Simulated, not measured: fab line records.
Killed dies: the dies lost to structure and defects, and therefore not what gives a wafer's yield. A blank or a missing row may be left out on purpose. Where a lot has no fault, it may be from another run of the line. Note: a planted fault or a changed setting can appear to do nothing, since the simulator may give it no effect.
The tool behind it: which one? | flow nand harc | 11 lots, 33 wafers sampled, at 6 steps of a route of 1159

== WHAT THE GAUGES SHOWED, per wafer ==
NHARC_END_SORT_01.
lot  | measured     | on        | defect limited yield (%)
L143 | day 25 03:16 | prober-01 | 96.5 97.0 96.6

== WHICH TOOL RAN EACH LOT (tool, then ch and the chambers of the sampled wafers, then the start) ==
lot  | NHARC_P_M1_ETCH_35                 | NHARC_P_M1_STRIP_18                | NHARC_P_M1_DEGAS_29          | NHARC_P_M1_ECD_22              | NHARC_P_M1_CMP_23
L120 | rie diel-08 ch 0,2,3, day 5 18:36  | rie diel-06 ch 2,3, day 5 18:54    | pvd sputter-01, day 5 19:32  | ecd cu-02 ch 0,1, day 5 19:54  | cmp-04 ch 2,3, day 5 20:41
L122 | rie diel-08 ch 0,1,2, day 6 17:08  | rie diel-06 ch 0,3, day 6 17:25    | pvd sputter-02, day 6 18:04  | ecd cu-01 ch 0,1, day 6 18:35  | cmp-03 ch 1,2,3, day 6 19:13
L123 | rie diel-06 ch 0,2, day 6 23:15    | rie diel-08 ch 0,3, day 6 23:34    | pvd sputter-03, day 7 00:14  | ecd cu-02 ch 1, day 7 00:36    | cmp-04 ch 1,3, day 7 01:20
L125 | rie diel-08 ch 2,3, day 7 07:21    | rie diel-08 ch 2,3, day 7 07:41    | pvd sputter-02, day 7 08:23  | ecd cu-02 ch 0,1, day 7 08:45  | cmp-02 ch 0,1,3, day 7 09:28
L126 | rie diel-06 ch 0,2, day 7 13:51    | rie diel-06 ch 0,2, day 7 14:17    | pvd sputter-02, day 7 14:56  | ecd cu-01 ch 0,1, day 7 15:20  | cmp-04 ch 1,2, day 7 16:02
L133 | rie diel-08 ch 1,2,3, day 9 09:04  | rie diel-06 ch 0,2, day 9 09:24    | pvd sputter-03, day 9 10:01  | ecd cu-01 ch 0,1, day 9 10:23  | cmp-02 ch 1,2,3, day 9 11:08
L139 | rie diel-06 ch 0,1,2, day 10 15:55 | rie diel-08 ch 0,2,3, day 10 16:13 | pvd sputter-03, day 10 16:52 | ecd cu-02 ch 0,1, day 10 17:16 | cmp-02 ch 0,1,3, day 10 17:58
L138 | rie diel-02 ch 1,2, day 10 16:23   | rie diel-06 ch 0,2, day 10 16:42   | pvd sputter-02, day 10 17:21 | ecd cu-02 ch 0,1, day 10 17:49 | cmp-02 ch 0,2,3, day 10 18:30
L141 | rie diel-02 ch 0,1,2, day 11 03:34 | rie diel-08 ch 1,2, day 11 03:51   | pvd sputter-01, day 11 04:29 | ecd cu-02 ch 0,1, day 11 04:54 | cmp-04 ch 0,3, day 11 05:36
L142 | rie diel-06 ch 0,2,3, day 11 21:32 | rie diel-08 ch 0,2,3, day 11 21:52 | pvd sputter-02, day 11 22:29 | ecd cu-02 ch 0,1, day 11 22:50 | cmp-04 ch 1,2, day 11 23:36
L143 | rie diel-02 ch 0,3, day 11 22:22   | rie diel-06 ch 0,3, day 11 22:40   | pvd sputter-01, day 11 23:19 | ecd cu-01 ch 0,1, day 11 23:47 | cmp-02 ch 0,1,2, day 12 00:28
- NHARC_P_M1_ETCH_35: etches the open film in N2/H2, target depth 40 nm, overetch 12 nm, time 43.94 s.
- NHARC_P_M1_STRIP_18: strips in N2/H2.
- NHARC_P_M1_DEGAS_29: time 60 s.
- NHARC_P_M1_ECD_22: material Cu, target thk 400 nm.
- NHARC_P_M1_CMP_23: polishes, t overpolish 20 s, target thk 157.82 nm.

== THE ANSWER, worked out from the rows above alone ==
Rule: the lots themselves supply what counts as usual. The widest of any qualifying gaps counts: lots, ordered by their means at a reading, are off when they make up no more than a third of the lots, leave a main group of 4 or more, and stand apart from it by 3 or more times the standard deviation of that group's means. The tables above print the reading to a certain number of digits; a main group whose means all agree to those digits is not used. A lot without any number at a reading at which 4 lots or more have one is off too. All remaining lots with rows at the step are treated as sound.
None of the lots is off at any reading shown; this tells nothing.

== WHAT THE SIMULATOR HAD INSERTED ==
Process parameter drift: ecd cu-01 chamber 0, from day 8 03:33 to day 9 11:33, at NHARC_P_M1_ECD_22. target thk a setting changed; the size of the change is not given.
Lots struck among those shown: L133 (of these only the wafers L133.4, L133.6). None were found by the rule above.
